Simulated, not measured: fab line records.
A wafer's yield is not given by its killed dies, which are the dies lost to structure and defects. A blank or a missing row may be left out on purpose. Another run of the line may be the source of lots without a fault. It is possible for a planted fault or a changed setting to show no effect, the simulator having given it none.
A struck lot beside a sound one -- flow n5_finfet -- 16 out of 1938 route steps
Sound: these wafers, L601.3, L601.4, L601.6. The struck wafers were L617.3, L617.4, L617.6. At the end, the cause is stated.
Per side, at each step with rows, come the tool, then ch with its chambers, and then its first start. Under that, the readings that differ: sound wafers -- struck wafers -- difference of the means -- sigmas: that difference in standard deviations of wafers without a fault.
alike: readings whose means differ by less than 2 such deviations, and words and numbers that are the same on both sides. not compared: withheld readings, readings that some wafer has no value for, bounds like >300 that may hide the same value, and numbers for which the record gives no deviation and whose values overlap.
A row with sigmas, a row that says differs or no value, or rows on one side alone: a step with any of these is where the two part. Non-overlapping numbers with no deviation appear without sigmas and do not part them. Lack of a reading on every wafer of one side parts them only where that side has two or more wafers.

first, 10 steps without rows for these wafers: N5_DUMMY_GATE_DESCUM_20 (chemistry O2, time 6.2 s); N5_DUMMY_GATE_ETCH_29 (etches underlayer in N2/H2, target depth 13 nm); N5_DUMMY_GATE_ETCH_36 (etches SiARC in CF4, target depth 13 nm); N5_DUMMY_GATE_ETCH_37 (etches SOC in N2/H2, target depth 60 nm, overetch 30 nm); N5_DUMMY_GATE_STRIP_38 (strips in N2/H2); N5_DUMMY_GATE_STRIP_39 (strips in N2/H2); N5_DUMMY_GATE_TRIM_49 (chemistry O2, time 29 s, target cd 14 nm); N5_DUMMY_GATE_STRIP_40 (strips in CF4); N5_DUMMY_GATE_ETCH_31 (etches SiO2 in C4F6/O2, target depth 82.5 nm, time 27.5 s); N5_DUMMY_GATE_STRIP_41 (strips in O2).
N5_DUMMY_GATE_HM_OPEN_21: chemistry CH3F/O2, target SiNx, target depth 120 nm, time 171.4 s.
  sound on rie_diel-01 ch 2,3, day 3 10:54; struck on rie_diel-01 ch 1,2, day 7 09:18
  no value came back on the struck wafers for any of 7 readings (CH3F_flow_sccm (sccm), O2_flow_sccm (sccm) and others); on the sound wafers CH3F_flow_sccm (sccm) reads 29.98 29.94 29.88
reading,sound,struck,difference,sigmas
model.SiO2_of_DUMMY_GATE_PECVD_30.thk_nm (nm),43.4 44.2 44.2,53 54.8 54.4,+10,
  not compared: rf_hours_counter_h
then, 2 steps without rows for these wafers: N5_DUMMY_GATE_ETCH_32 (etches SiO2 in CF4, target depth 3.5 nm, time 3.9 s); N5_DUMMY_GATE_ETCH_23 (etches poly-Si in HBr/Cl2/O2, target depth 41 nm, time 22.3 s).
N5_DUMMY_GATE_ETCH_44: etches poly-Si in HBr/O2, stops on SiO2, target depth 127.5 nm.
  sound on rie_si-02 ch 1,2,3, day 3 11:09; struck on rie_si-01 ch 0,1, day 7 09:33
reading,sound,struck,difference,sigmas
model.SiO2_of_DUMMY_GATE_PECVD_30.thk_nm (nm),36.2 37.2 37.2,46.2 47.8 47.4,+10.3,
  alike: drypump_motor_current_A, oes_product_au, throttle_valve_pct
  not compared: rf_hours_counter_h
N5_BEOL_M4_RC_MEAS_101:
  the record has rows for the sound wafers here (prober-02 ch 0, day 8 11:16) and none for the struck ones
-- here the record skips 10 days between the struck wafers' starts before and after, leaving off in module BEOL_M4 and picking up in module PASSIVATION (first step shown: number 1936 of the route) --
N5_PASSIVATION_PROBE_49:
  record: rows for the struck wafers here (prober-02, day 17 14:05), none for the sound ones

WHERE THEY PART
First at N5_DUMMY_GATE_HM_OPEN_21; last, within this record, at N5_PASSIVATION_PROBE_49.

WHY: whatever the simulator had introduced
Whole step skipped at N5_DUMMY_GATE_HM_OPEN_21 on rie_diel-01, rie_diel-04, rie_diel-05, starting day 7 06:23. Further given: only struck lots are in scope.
